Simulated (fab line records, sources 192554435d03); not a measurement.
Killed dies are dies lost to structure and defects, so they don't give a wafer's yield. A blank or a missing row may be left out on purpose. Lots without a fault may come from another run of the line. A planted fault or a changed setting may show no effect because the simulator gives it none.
Chamber matching | flow n5_finfet | N5_GATE_CUT_PECVD_57 on pecvd-02: 3 sister chambers
The step deposits SiNx from SiH4/NH3/N2, target thk 21 nm. 3 wafers are shown with their chamber, then 11 later ones without.

WAFERS WITH THEIR CHAMBER
wafer  | chamber | showerhead_plenum_p_Torr (Torr)
L090.5 | 1       | 5.22
L091.4 | 0       | 5.23
L094.1 | 2       | 5.13

WAFERS WITHOUT THEIR CHAMBER
wafer  | showerhead_plenum_p_Torr (Torr)
L094.4 | 5.23
L094.5 | 5.14
L095.2 | 5.14
L095.4 | 5.13
L095.6 | 5.22
L096.1 | 5.24
L096.5 | 5.22
L096.6 | 5.14
L097.1 | 5.22
L097.3 | 5.22
L097.5 | 5.13

WHICH CHAMBER EACH WENT THROUGH
wafer  | from the rows above     | in truth
L094.4 | can't be placed: 0 or 1 | 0
L094.5 | 2                       | 2
L095.2 | 2                       | 2
L095.4 | 2                       | 2
L095.6 | can't be placed: 1 or 0 | 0
L096.1 | can't be placed: 0 or 1 | 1
L096.5 | can't be placed: 1 or 0 | 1
L096.6 | 2                       | 2
L097.1 | can't be placed: 1 or 0 | 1
L097.3 | can't be placed: 1 or 0 | 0
L097.5 | 2                       | 2
Placed correctly: 5 of 11. Can't be placed from these rows: 6 (the true chamber is among the candidates in 6). Placed wrongly: 0.
How it was worked out, from the rows above alone: a wafer's distance from a chamber is the root of the sum, over the readings, of the square of ((its reading less the chamber's mean) divided by the reading's scatter). The wafer belongs to the nearest chamber; if the next one is less than 2 further off, it can't be placed. A chamber's mean is the mean of its shown wafers. The scatter: with one shown wafer a chamber, the root of the mean of the squares of how far each hidden wafer lies from its nearest shown one.
